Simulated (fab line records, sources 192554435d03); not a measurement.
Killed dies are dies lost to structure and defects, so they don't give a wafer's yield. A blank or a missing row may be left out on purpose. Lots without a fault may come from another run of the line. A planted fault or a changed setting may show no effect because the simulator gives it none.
A struck lot beside a sound one | flow n5_finfet | 36 steps out of a route of 1938
Sound: wafers L218.3, L218.4, L218.6. Struck: wafer L208.5. (L208.1, L208.2 of the same lot were not struck and are left out.) The cause comes at the end.
At each step with rows: each side's tool, then ch and its chambers, then its first start. Under that, the readings that differ: sound wafers | struck wafers | difference of the means | sigmas: that difference in standard deviations of wafers without a fault.
alike: readings whose means differ by less than 2 such deviations, and words and numbers that are the same on both sides. not compared: withheld readings, readings that some wafer has no value for, bounds like >300 that may hide the same value, and numbers for which the record gives no deviation and whose values overlap.
The two part at a step that has a row with sigmas, a row that says differs or no value, or rows on one side only. Numbers that don't overlap but have no deviation are shown without sigmas and don't part them. A reading that every wafer of one side lacks parts them only if that side has two wafers or more.

first, 11 steps without rows for these wafers: N5_FIN_SAQP_SPACER1_ETCHBACK_25 (etches SiO2 in CHF3/O2, target depth 24.4 nm, time 12.2 s); N5_FIN_SAQP_MANDREL1_REMOVE_56 (chemistry HBr/Cl2/O2, target a-Si, stops on SiNx, bt time 10 s); N5_FIN_SAQP_ETCH_57 (etches SiNx in CH3F/O2, target depth 32.5 nm, time 46.4 s); N5_FIN_SAQP_ETCH_65 (etches SiO2 in CF4, target depth 4 nm, time 4.4 s); N5_FIN_SAQP_MANDREL_ETCH_58 (etches a-Si in HBr/Cl2, stops on SiNx, target depth 45 nm, bt time 10 s, time 27 s); N5_FIN_SAQP_RECESS_63 (chemistry HF/NH3, target SiO2, target depth 18 nm, afs cycles 3, sublimation time 60 s); N5_FIN_SAQP_COAT_68 (time 60 s, resist thk 100 nm); N5_FIN_SAQP_ETCH_69 (etches SOC in N2/H2, stops on SiNx, target depth 150 nm); N5_FIN_SAQP_ETCH_67 (etches SiNx in CH3F/O2, target depth 30 nm); N5_FIN_SAQP_STRIP_70 (strips in N2/H2); N5_FIN_SAQP_RECESS_71 (chemistry HF/NH3, target SiO2, target depth 3 nm, afs cycles 1, sublimation time 60 s).
N5_FIN_SAQP_SPACER2_ALD_28: deposits SiO2, target thk 8.1 nm, pulse time 1 s, purge time 2 s.
  sound on ald_sin-03 ch 0,2,3, day 5 20:56; struck on ald_sin-04 ch 1, day 3 07:21
  alike: heater_power_w, precursor_pulse_height_rel, susceptor_temp_C
then, 10 steps without rows for these wafers: N5_FIN_SAQP_SPACER2_ETCHBACK_29 (etches SiO2 in CHF3/O2, target depth 12.2 nm, time 6.1 s); N5_FIN_SAQP_MANDREL2_REMOVE_60 (chemistry HBr/Cl2/O2, target a-Si, stops on SiNx, bt time 10 s); N5_FIN_SAQP_HM_OPEN_33 (chemistry CH3F/O2, target SiNx, target depth 49.4 nm, time 70.6 s); N5_FIN_SAQP_ETCH_34 (etches SiO2 in C4F6/O2, target depth 45 nm, time 15 s); N5_FIN_SAQP_STRIP_77 (strips in N2/H2, time 90 s); N5_FIN_SAQP_ETCH_64 (etches SiO2 in CF4, target depth 1.5 nm); N5_FIN_SAQP_FIN_ETCH_36 (etches the open film in HBr/Cl2/O2, target depth 120 nm, time 50.4 s); N5_FIN_SAQP_PRECLEAN_38 (cleans in O3/DIW, time 45 s); N5_FIN_SAQP_PRECLEAN_45 (cleans in dHF, time 10 s); N5_FIN_SAQP_SRD_39 (time 30 s).
N5_FIN_SAQP_INSPECT_40: inspects for defects (brightfield).
  sound on defect_inspect-01, day 5 22:13; struck on defect_inspect-02, day 3 08:28
  reading          | sound       | struck | difference | sigmas
  raw_defect_count | 175 167 246 | 1353   | +1157      | +18
then, 9 steps without rows for these wafers: N5_FIN_CUT_COAT_18 (time 60 s, resist thk 230 nm); N5_FIN_CUT_COAT_19 (time 60 s, resist thk 20 nm); N5_FIN_CUT_COAT_29 (time 60 s, resist thk 10 nm); N5_FIN_CUT_COAT_02 (resist thk 30 nm); N5_FIN_CUT_EBR_04; N5_FIN_CUT_SOFTBAKE_03 (time 60 s); N5_FIN_CUT_EXPOSE_05 (exposes mask FIN CUT); N5_FIN_CUT_PEB_06 (peb time 60 s); N5_FIN_CUT_DEVELOP_07 (develop time 30 s).
N5_FIN_CUT_INSPECT_10: inspects for defects (brightfield).
  sound on defect_inspect-01, day 5 22:44; struck on defect_inspect-02, day 3 08:51
  reading          | sound    | struck | difference | sigmas
  raw_defect_count | 30 34 42 | 1183   | +1148      | +96
then, 1 step without rows for these wafers: N5_FIN_CUT_DESCUM_13 (chemistry O2, time 7 s).
-- the record jumps here: 6 days lie between the struck wafers' starts before and after (it left off in module FIN_CUT and takes up again in module BEOL_M4, whose first step shown is number 1111 of the route) --
N5_BEOL_M4_RC_MEAS_101:
  sound on prober-02 ch 0, day 12 14:24; struck on prober-01 ch 0, day 9 16:26
  reading        | sound             | struck | difference | sigmas
  IOFF_P (nA/um) | 0.145 0.166 0.185 | 0.220  | +0.055     | +2
  ION_P (uA/um)  | 450 452 457       | 470    | +17        | +3
  alike: DIBL_N, DIBL_P, IOFF_N, ION_N, SS_N, SS_P, VT_N, VT_P
-- the record jumps here: 4 days lie between the struck wafers' starts before and after (it left off in module BEOL_M4 and takes up again in module PASSIVATION, whose first step shown is number 1936 of the route) --
N5_PASSIVATION_PROBE_49:
  the record has rows for the struck wafers here (prober-01, day 13 19:34) and none for the sound ones

WHERE THEY PART
First at N5_FIN_SAQP_INSPECT_40; last, within this record, at N5_PASSIVATION_PROBE_49.

WHY: what the simulator had put in
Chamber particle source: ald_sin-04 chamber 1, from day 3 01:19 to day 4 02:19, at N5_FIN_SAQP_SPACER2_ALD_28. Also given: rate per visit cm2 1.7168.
